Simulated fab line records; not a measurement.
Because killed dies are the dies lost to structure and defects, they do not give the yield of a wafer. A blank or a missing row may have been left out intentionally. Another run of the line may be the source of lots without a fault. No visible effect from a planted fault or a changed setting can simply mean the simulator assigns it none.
2 desks, one fault + flow n5_finfet + each desk holds nothing but its own numbers, with what lay behind them at the end

## THE METROLOGY DESK
What the gauges read, lot by lot, whatever tool the lot ran on: means of the sampled wafers that have a number. The brackets show how far a lot's mean lies from the usual mean; more than 4 standard deviations puts the lot out of limits, marked OUT. 7 of its 11 readings are shown, namely those furthest out on some lot.
Columns: A = M2_THK at N5_BEOL_M2_THK_MEAS_53, usual 40.4 nm; B = DIBL_N at N5_BEOL_M4_RC_MEAS_101, usual 36.5 mV/V; C = IOFF_N at N5_BEOL_M4_RC_MEAS_101, usual 0.17 nA/um; D = IOFF_P at N5_BEOL_M4_RC_MEAS_101, usual 0.22 nA/um; E = ION_N at N5_BEOL_M4_RC_MEAS_101, usual 676 uA/um; F = ION_P at N5_BEOL_M4_RC_MEAS_101, usual 462 uA/um; G = SS_P at N5_BEOL_M4_RC_MEAS_101, usual 73.4 mV/dec
| lot  | first seen here | A    | B    | C    | D    | E   | F   | G    |
|------|-----------------|------|------|------|------|-----|-----|------|
| L902 | day 6 19:46     | 40.5 | 35.7 | 0.14 | 0.21 | 674 | 466 | 73.5 |
| L903 | day 7 09:18     | 40.2 | 36.9 | 0.18 | 0.26 | 687 | 472 | 73.4 |
| L914 | day 10 14:31    | 40.5 | 38.8 | 0.22 | 0.24 | 688 | 464 | 73.8 |
| L916 | day 10 17:30    | 42.4 | 37.0 | 0.17 | 0.17 | 670 | 452 | 73.3 |
| L924 | day 12 20:16    | 38.9 | 36.7 | 0.15 | 0.20 | 665 | 460 | 73.1 |
| L925 | day 14 05:07    | 41.3 | 34.5 | 0.15 | 0.21 | 671 | 462 | 72.7 |
This desk's finding: nothing out of limits on any of the 6 lots.

## THE TOOL OWNER'S DESK: cvd_co-02
The tool's own readings at N5_BEOL_M2_CO_CAP_55 (material Co, precursor CCTBA/H2, target thk 2 nm, time 102.1 s): means of the sampled wafers that have a number, for each lot that ran on this tool. The brackets show how far a lot's mean lies from the usual mean; more than 4 standard deviations puts the lot out of limits, marked OUT.
Columns: A = chamber_pressure_Torr at N5_BEOL_M2_CO_CAP_55, usual 30.00 Torr; B = heater_power_w at N5_BEOL_M2_CO_CAP_55, usual 236 W; C = run_length_s at N5_BEOL_M2_CO_CAP_55, usual 124.8 s
| lot  | first seen here | A     | B   | C               |
|------|-----------------|-------|-----|-----------------|
| L902 | day 6 19:50     | 30.04 | 222 | 125.4           |
| L903 | day 7 09:22     | 29.97 | 211 | 124.7           |
| L914 | day 10 14:35    | 29.96 | 208 | 104.6 (-37) OUT |
| L916 | day 10 17:34    | 30.05 | 222 | 105.0 (-37) OUT |
This desk's verdict: out of limits on L914, L916, starting with L914 at day 10 14:35 (run_length_s at N5_BEOL_M2_CO_CAP_55). L902, L903 stayed within limits.

## BROUGHT TOGETHER
The tool owner's desk had the chance to raise an alarm at day 10 14:35 on L914, L916.
From the metrology desk's view, nothing was out of limits.
The metrology desk holds a record of L914, L916, inside its limits.
The lots listed all ran N5_BEOL_M2_CO_CAP_55 on cvd_co-02.

## WHAT THE SIMULATOR PUT IN
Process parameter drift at N5_BEOL_M2_CO_CAP_55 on cvd_co-02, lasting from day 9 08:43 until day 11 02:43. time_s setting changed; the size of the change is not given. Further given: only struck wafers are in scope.
Shown lots that were struck: L914, L916.
Time in hours from fault onset to the first out-of-limits reading at each desk: the tool owner's desk, 30.
